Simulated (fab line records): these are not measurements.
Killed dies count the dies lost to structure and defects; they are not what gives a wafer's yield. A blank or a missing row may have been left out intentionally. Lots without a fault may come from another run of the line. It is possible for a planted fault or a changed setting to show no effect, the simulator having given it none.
Split-lot study ; flow n5 finfet ; 21 wafers read across 7 lots, on a route 1938 steps long

THE SPLIT ITSELF
At N5_MIM_TOP_ETCH_PECVD_03 (deposits SiNx from SiH4/NH3/N2, target thk 20 nm, time 17.6 s), the setting time s was moved away from the recipe's 17.6 s on 4 of the 21 wafers read, by -14.0% to +5.3%. The other wafers ran this setting at the recipe's value.

The reading comes from the split's own step.

THE READING
SiNx_of_MIM_TOP_ETCH_PECVD_03.thk nm (the simulator's own value, which no gauge read), in nm, at N5_MIM_TOP_ETCH_PECVD_03 (deposits SiNx from SiH4/NH3/N2, target thk 20 nm, time 17.6 s). No usual value for it is given in the file. The 17 wafers here that ran the recipe average 20.2 nm, standard deviation 0.22 nm.

wafer;tool, chamber at the split;time s as run, s;against the recipe;SiNx_of_MIM_TOP_ETCH_PECVD_03.thk nm, nm;against lot-mates on the recipe
L075.2;pecvd-04, 2;17.6;recipe;20;-
L075.4;pecvd-04, 2;17.6;recipe;20.4;-
L075.6;pecvd-04, 0;15.45;-12.2%;17.6;-2.6
L074.3;pecvd-02, 1;18.54;+5.3%;21.4;+0.9
L074.5;pecvd-02, 1;17.6;recipe;20.4;-
L074.6;pecvd-02, 2;17.6;recipe;20.6;-
L077.2;pecvd-02, 1,0;17.6;recipe;20.2;-
L077.3;pecvd-02, 1,0;17.6;recipe;20.2;-
L077.4;pecvd-02, 2;17.6;recipe;20.6;-
L079.1;pecvd-02, 2;15.61;-11.3%;17.6;-2.5
L079.2;pecvd-02, 0;17.6;recipe;20;-
L079.6;pecvd-02, 1;17.6;recipe;20.2;-
L085.2;pecvd-01, 0;17.6;recipe;20.2;-
L085.5;pecvd-01, 1;17.6;recipe;20.6;-
L085.6;pecvd-01, 0;17.6;recipe;20.4;-
L089.1;pecvd-04, 0;15.13;-14.0%;16.6;-3.4
L089.3;pecvd-04, 0;17.6;recipe;20;-
L089.6;pecvd-04, 0;17.6;recipe;20;-
L097.1;pecvd-02, 1,0;17.6;recipe;20;-
L097.2;pecvd-02, 1,0;17.6;recipe;20;-
L097.4;pecvd-02, 1;17.6;recipe;20.2;-
The file does not say which wafer passed through which chamber wherever a row lists several chambers: such a row stands for several wafers.

FIT RESULTS
A straight line over all 21 wafers: SiNx_of_MIM_TOP_ETCH_PECVD_03.thk nm changes by +0.237 nm for each +1% of time s; r = +0.98; the points scatter about the line by 0.23 nm.
The same after taking each lot's own level away (the mean of its wafers on the recipe; 21 wafers): +0.223 nm for each +1%; r = +0.99; scatter 0.16 nm.
On that fit, the largest move of time s shifts the reading by 3.1 nm.
Measured against the standard deviation above, the lots' own levels, which go from 20.00 to 20.50 nm, span 2.3 times it.
The two slopes are in agreement: the lot-to-lot level therefore moves the slope only a little.
Check: for one of the wafers moved furthest among these (-14.0%), held out of the fit, the line's prediction against its lot-mates is -2.98 nm. Against them it came out at -3.4 nm.

OTHER SPLITS ON THESE WAFERS
Note: prior to the reading, these wafers also went through further splits. Each is held against what the fit with the lots' levels taken away leaves over:
other split on the same wafers;wafers away from the commonest value;r with SiNx_of_MIM_TOP_ETCH_PECVD_03.thk nm (lot level and that fit taken away)
N5_BEOL_M12_DEP_53 time s;7;-0.04
N5_BEOL_M13_COAT_58 spin rpm;8;+0.00
N5_BEOL_M14_DEP_53 time s;7;+0.25
N5_BEOL_M15_ILD_DEP_00 time s;5;-0.36
N5_BEOL_M15_EXPOSE_25 dose mj;7;+0.00

FILE'S OWN FIT
SiNx_of_MIM_TOP_ETCH_PECVD_03.thk nm changes by +0.224 nm for each +1% of time s, r = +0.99.
